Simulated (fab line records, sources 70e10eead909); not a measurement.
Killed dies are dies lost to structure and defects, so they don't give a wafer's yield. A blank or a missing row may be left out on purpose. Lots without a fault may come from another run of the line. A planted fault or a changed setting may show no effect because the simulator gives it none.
A struck lot beside a sound one | flow nand_harc | 15 steps out of a route of 1302
Sound: wafers L752.2, L752.5, L752.6. Struck: wafers L748.2, L748.3, L748.6. The cause comes at the end.
At each step with rows: each side's tool, then ch and its chambers, then its first start. Under that, the readings that differ: sound wafers | struck wafers | difference of the means | sigmas: that difference in standard deviations of wafers without a fault.
alike: readings whose means differ by less than 2 such deviations, and words and numbers that are the same on both sides. not compared: withheld readings, readings that some wafer has no value for, bounds like >300 that may hide the same value, and numbers for which the record gives no deviation and whose values overlap.
The two part at a step that has a row with sigmas, a row that says differs or no value, or rows on one side only. Numbers that don't overlap but have no deviation are shown without sigmas and don't part them. A reading that every wafer of one side lacks parts them only if that side has two wafers or more.

first, 2 steps without rows for these wafers: NHARC_THIN_TSV_PEB_10 (peb time 85 s); NHARC_THIN_TSV_DEVELOP_11 (time 70 s).
NHARC_THIN_TSV_CD_MEAS_12: target cd 1000 nm.
  sound on cd_sem-02 ch 0, day 29 02:44; struck on cd_sem-02 ch 0, day 27 00:48
  alike: cd_nm
then, 1 step without rows for these wafers: NHARC_THIN_TSV_HARDBAKE_13 (time 80 s).
NHARC_THIN_TSV_DESCUM_14: chemistry O2, time 3 s.
  sound on rie_diel-10 ch 1,2,3, day 29 02:54; struck on rie_diel-07 ch 0,1,2, day 27 00:58
  alike: chamber_pressure_mTorr, drypump_motor_current_A, oes_product_au, rf_vpp_V, showerhead_plenum_p_Torr, throttle_valve_pct
  not compared: rf_hours_counter_h
NHARC_THIN_TSV_ETCH_44: etches the open film in CF4/O2, target depth 1594.2 nm, time 797.1 s.
  sound on rie_diel-10 ch 0,1, day 29 02:58; struck on rie_diel-07 ch 1,2,3, day 27 01:05
  alike: chamber_pressure_mTorr, drypump_motor_current_A, oes_product_au, rf_fwd_power_W, rf_vpp_V, showerhead_plenum_p_Torr, throttle_valve_pct
  not compared: rf_hours_counter_h
NHARC_THIN_TSV_ETCH_15: target depth 3000 nm, bosch target overetch cycles 2, bosch etch step 2.8 s.
  sound on rie_si-03 ch 1,2, day 29 03:32; struck on rie_si-06 ch 0,1,2, day 27 01:38
  alike: drypump_motor_current_A
  not compared: rf_hours_counter_h
NHARC_THIN_TSV_CD_MEAS_16:
  sound on cd_sem-03, day 29 03:43; struck on cd_sem-02, day 27 01:45
  alike: cd_nm
NHARC_THIN_TSV_STRIP_45: strips in O2.
  sound on plasma_asher-01 ch 0,1, day 29 03:47; struck on plasma_asher-02 ch 0,1, day 27 01:52
  alike: drypump_motor_current_A, heater_power_w
  not compared: rf_hours_counter_h
then, 1 step without rows for these wafers: NHARC_THIN_TSV_STRIP_46 (strips in post etch residue remover, time 1200 s).
NHARC_THIN_TSV_DEP_47: deposits SiO2, target thk 200 nm.
  sound on pecvd-02 ch 0,2, day 29 04:41; struck on pecvd-04 ch 0,1, day 27 02:40
  alike: chamber_pressure_Torr, mfc_precursor_sccm, rf_fwd_power_W, throttle_valve_pct
then, 1 step without rows for these wafers: NHARC_THIN_TSV_ETCHBACK_48 (etches the open film in C4F8/Ar, target depth 1028.5 nm, time 405.17 s).
NHARC_THIN_TSV_STRIP_62: strips in N2/H2, time 20 s.
  sound on plasma_asher-02 ch 0,1, day 29 05:20; struck on plasma_asher-01 ch 0,1, day 27 03:24
  no value came back on the struck wafers for drypump_motor_current_A (A), heater_power_w (W); on the sound wafers drypump_motor_current_A (A) reads 6.4 5.6 6.5
  not compared: rf_hours_counter_h
then, 1 step without rows for these wafers: NHARC_THIN_TSV_DEGAS_49 (time 120 s).
NHARC_END_SORT_01:
  the record has rows for the struck wafers here (prober-01 ch 0, day 27 14:28) and none for the sound ones

WHERE THEY PART
First at NHARC_THIN_TSV_STRIP_62; last, within this record, at NHARC_END_SORT_01.

WHY: what the simulator had put in
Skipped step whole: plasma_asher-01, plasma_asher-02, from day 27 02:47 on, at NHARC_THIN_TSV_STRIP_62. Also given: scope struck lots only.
